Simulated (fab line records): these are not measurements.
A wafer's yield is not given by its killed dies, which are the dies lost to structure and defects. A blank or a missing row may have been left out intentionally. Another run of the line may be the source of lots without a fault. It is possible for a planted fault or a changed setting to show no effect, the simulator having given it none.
Matching of chambers || flow n5_finfet || 4 sister chambers for N5_GATE_CUT_STRIP_41 on rie_diel-05
The step strips in CF4. 16 wafers are shown with their chamber, then 8 later ones without.

== WAFERS WITH THEIR CHAMBER ==
{"wafer": "L078.2", "chamber": 3, "drypump_motor_current_A (A)": 5.6, "showerhead_plenum_p_Torr (Torr)": 1.77, "throttle_valve_pct (%)": 13.26}
{"wafer": "L078.4", "chamber": 1, "drypump_motor_current_A (A)": 5.6, "showerhead_plenum_p_Torr (Torr)": 1.80, "throttle_valve_pct (%)": 13.48}
{"wafer": "L078.5", "chamber": 1, "drypump_motor_current_A (A)": 5.6, "showerhead_plenum_p_Torr (Torr)": 1.80, "throttle_valve_pct (%)": 13.49}
{"wafer": "L080.2", "chamber": 1, "drypump_motor_current_A (A)": 5.6, "showerhead_plenum_p_Torr (Torr)": 1.80, "throttle_valve_pct (%)": 13.49}
{"wafer": "L080.4", "chamber": 0, "drypump_motor_current_A (A)": 6.2, "showerhead_plenum_p_Torr (Torr)": 1.85, "throttle_valve_pct (%)": 13.78}
{"wafer": "L080.5", "chamber": 0, "drypump_motor_current_A (A)": 6.2, "showerhead_plenum_p_Torr (Torr)": 1.85, "throttle_valve_pct (%)": 13.79}
{"wafer": "L083.1", "chamber": 2, "drypump_motor_current_A (A)": 5.5, "showerhead_plenum_p_Torr (Torr)": 1.83, "throttle_valve_pct (%)": 13.40}
{"wafer": "L083.5", "chamber": 2, "drypump_motor_current_A (A)": 5.5, "showerhead_plenum_p_Torr (Torr)": 1.83, "throttle_valve_pct (%)": 13.38}
{"wafer": "L083.6", "chamber": 3, "drypump_motor_current_A (A)": 5.6, "showerhead_plenum_p_Torr (Torr)": 1.76, "throttle_valve_pct (%)": 13.28}
{"wafer": "L086.1", "chamber": 2, "drypump_motor_current_A (A)": 5.5, "showerhead_plenum_p_Torr (Torr)": 1.83, "throttle_valve_pct (%)": 13.41}
{"wafer": "L086.3", "chamber": 3, "drypump_motor_current_A (A)": 5.6, "showerhead_plenum_p_Torr (Torr)": 1.76, "throttle_valve_pct (%)": 13.30}
{"wafer": "L086.4", "chamber": 1, "drypump_motor_current_A (A)": 5.6, "showerhead_plenum_p_Torr (Torr)": 1.79, "throttle_valve_pct (%)": 13.52}
{"wafer": "L087.2", "chamber": 2, "drypump_motor_current_A (A)": 5.5, "showerhead_plenum_p_Torr (Torr)": 1.83, "throttle_valve_pct (%)": 13.39}
{"wafer": "L087.3", "chamber": 3, "drypump_motor_current_A (A)": 5.5, "showerhead_plenum_p_Torr (Torr)": 1.76, "throttle_valve_pct (%)": 13.30}
{"wafer": "L087.5", "chamber": 0, "drypump_motor_current_A (A)": 6.2, "showerhead_plenum_p_Torr (Torr)": 1.85, "throttle_valve_pct (%)": 13.80}
{"wafer": "L093.3", "chamber": 0, "drypump_motor_current_A (A)": 6.2, "showerhead_plenum_p_Torr (Torr)": 1.85, "throttle_valve_pct (%)": 13.84}

SIGNATURES (averages over the wafers above)
{"reading": "drypump_motor_current_A", "chamber 0": 6.200, "chamber 1": 5.600, "chamber 2": 5.500, "chamber 3": 5.575, "scatter within a chamber": 0.025}
{"reading": "showerhead_plenum_p_Torr", "chamber 0": 1.8500, "chamber 1": 1.7975, "chamber 2": 1.8300, "chamber 3": 1.7625, "scatter within a chamber": 0.00354}
{"reading": "throttle_valve_pct", "chamber 0": 13.8025, "chamber 1": 13.4950, "chamber 2": 13.3950, "chamber 3": 13.2850, "scatter within a chamber": 0.0195}
Rule: for each reading, subtract the chamber's mean from the wafer's reading, divide by that reading's scatter and square the result; add these up over the readings and take the root, which gives the wafer's distance from the chamber. If the next closest chamber is less than 2 further off than the closest, the wafer can't be placed; otherwise it belongs to the closest. The scatter: take each reading less its chamber's mean, square it, sum over the shown wafers, divide by the number of wafers less the number of chambers, and take the root.

== WAFERS MISSING THEIR CHAMBER ==
{"wafer": "L093.4", "drypump_motor_current_A (A)": 5.6, "showerhead_plenum_p_Torr (Torr)": 1.79, "throttle_valve_pct (%)": 13.54}
{"wafer": "L093.6", "drypump_motor_current_A (A)": 5.6, "showerhead_plenum_p_Torr (Torr)": 1.79, "throttle_valve_pct (%)": 13.54}
{"wafer": "L094.1", "drypump_motor_current_A (A)": 5.6, "showerhead_plenum_p_Torr (Torr)": 1.79, "throttle_valve_pct (%)": 13.54}
{"wafer": "L094.5", "drypump_motor_current_A (A)": 6.2, "showerhead_plenum_p_Torr (Torr)": 1.85, "throttle_valve_pct (%)": 13.85}
{"wafer": "L094.6", "drypump_motor_current_A (A)": 5.6, "showerhead_plenum_p_Torr (Torr)": 1.79, "throttle_valve_pct (%)": 13.54}
{"wafer": "L096.1", "drypump_motor_current_A (A)": 5.5, "showerhead_plenum_p_Torr (Torr)": 1.83, "throttle_valve_pct (%)": 13.45}
{"wafer": "L096.5", "drypump_motor_current_A (A)": 5.5, "showerhead_plenum_p_Torr (Torr)": 1.83, "throttle_valve_pct (%)": 13.47}
{"wafer": "L096.6", "drypump_motor_current_A (A)": 6.2, "showerhead_plenum_p_Torr (Torr)": 1.84, "throttle_valve_pct (%)": 13.84}

== EACH ONE'S CHAMBER ==
{"wafer": "L093.4", "from the rows above": 1, "in truth": 1}
{"wafer": "L093.6", "from the rows above": 1, "in truth": 1}
{"wafer": "L094.1", "from the rows above": 1, "in truth": 1}
{"wafer": "L094.5", "from the rows above": 0, "in truth": 0}
{"wafer": "L094.6", "from the rows above": 1, "in truth": 1}
{"wafer": "L096.1", "from the rows above": 2, "in truth": 2}
{"wafer": "L096.5", "from the rows above": 2, "in truth": 2}
{"wafer": "L096.6", "from the rows above": 0, "in truth": 0}
Correctly placed: 8 of 8. Not placeable from these rows: 0. Placed wrongly: 0.
